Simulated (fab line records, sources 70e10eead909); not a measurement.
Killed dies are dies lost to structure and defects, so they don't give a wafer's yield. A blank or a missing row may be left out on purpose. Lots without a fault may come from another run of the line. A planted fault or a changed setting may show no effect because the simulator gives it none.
Problem report in the 8D (eight disciplines) form, filled by code | flow nand_harc | the parts of the form that need people (team, actions taken, sign-off) are left out

1. THE PROBLEM
killed_dies at NHARC_END_SORT_01 reads a mean of 459 on 3 wafers of 2 lots; wafers without a fault read 59 with a standard deviation of 17. That is +24 standard deviations from the usual mean.
First seen on wafer L423.3, day 33 13:22, on prober-02. The record holds 6 wafers of 2 lots with a number at this step. Rule for "out", or "out of limits": more than 4 standard deviations from the usual mean. The other wafers with a number count as sound.

2. WHAT IT IS AND WHAT IT IS NOT
question                    | is                           | is not
which readings at this step | killed_dies, killed_at_array | killed_open, killed_short
which lots                  | L423, L424                   | -
which wafers of those lots  | L423.3, L423.4, L424.2       | L423.1, L424.4, L424.6
read on which gauges        | prober-01, prober-02         | -
when                        | from day 33 13:22            | up to then (1 sound wafer); but 2 sound wafers of L424 came after

3. SUSPECTS, AND WHAT RULES EACH OUT
Counting: a tool at a process step up to the reading stays a suspect if it ran every lot that is out. Sound lots after the first of them don't rule it out here, since some wafers of a struck lot are sound.
- the gauge at NHARC_END_SORT_01: ruled out. The wafers that are out were read on 2 gauges (prober-01, prober-02).
- rie_diel-04 at NHARC_A_CONTACT_ETCH_76 (etches the open film in N2/H2, target depth 260 nm, time 475.3 s): kept. It ran every lot that is out, first L423 (day 30 23:26). NHARC_A_CONTACT_ETCH_76 gives no start for some lots, so the hours and the order of its lots are those of NHARC_A_CONTACT_ETCH_78.
- rie_diel-04 at NHARC_A_CONTACT_ETCH_78 (etches the open film in O2/COS, target depth 5300 nm, time 1378 s): kept. It ran every lot that is out, first L423 (day 30 23:26). Its own readings are out on those wafers: run_length_s.
- Within rie_diel-04 at NHARC_A_CONTACT_ETCH_78: the wafers that are out ran in chamber 0; their sound lot-mates ran in chambers 1, 2, 3.
Left after counting: rie_diel-04 at NHARC_A_CONTACT_ETCH_76, rie_diel-04 at NHARC_A_CONTACT_ETCH_78.

4. THE CAUSE (what the simulator had put in)
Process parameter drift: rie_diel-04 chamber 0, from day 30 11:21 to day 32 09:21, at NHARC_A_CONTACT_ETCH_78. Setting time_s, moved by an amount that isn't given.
Counting left 2 suspects, and this tool is among them.

5. THE CHAIN OF EFFECTS, in route order
Each row: a reading whose mean over the struck wafers that have a number lies more than 3 standard deviations from the usual. Only readings for which the record gives a usual standard deviation are gone through. hours: the time from each lot's start at the first step in this table that gives one to its start at this step, as a median over the lots. sigmas: the change in usual standard deviations.
hours | step                    | reading         | usual    | on struck wafers | change | sigmas
0     | NHARC_A_CONTACT_ETCH_78 | run_length_s    | 1399.4 s | 1070.3           | -329.1 | -99 or more
63    | NHARC_END_SORT_01       | killed_at_array | 55       | 448              | +393   | +23
63    | NHARC_END_SORT_01       | killed_dies     | 59       | 459              | +400   | +24
The process steps in it:
- NHARC_A_CONTACT_ETCH_78: etches the open film in O2/COS, target depth 5300 nm, time 1378 s.

6. WHAT WOULD HAVE CAUGHT IT SOONER
In this record the first reading out of limits at a measuring or inspecting step was taken at day 33 13:22, 74 hours after the fault began at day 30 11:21.
The tool's own readings at NHARC_A_CONTACT_ETCH_78 were out on every struck wafer that the step has a row for (run_length_s): an alarm limit on them would have fired on the first of those.
All the lots that are out (2) had begun NHARC_A_CONTACT_ETCH_78 on rie_diel-04 by day 33 13:22. A hold on the tool at that time would have spared none of them.
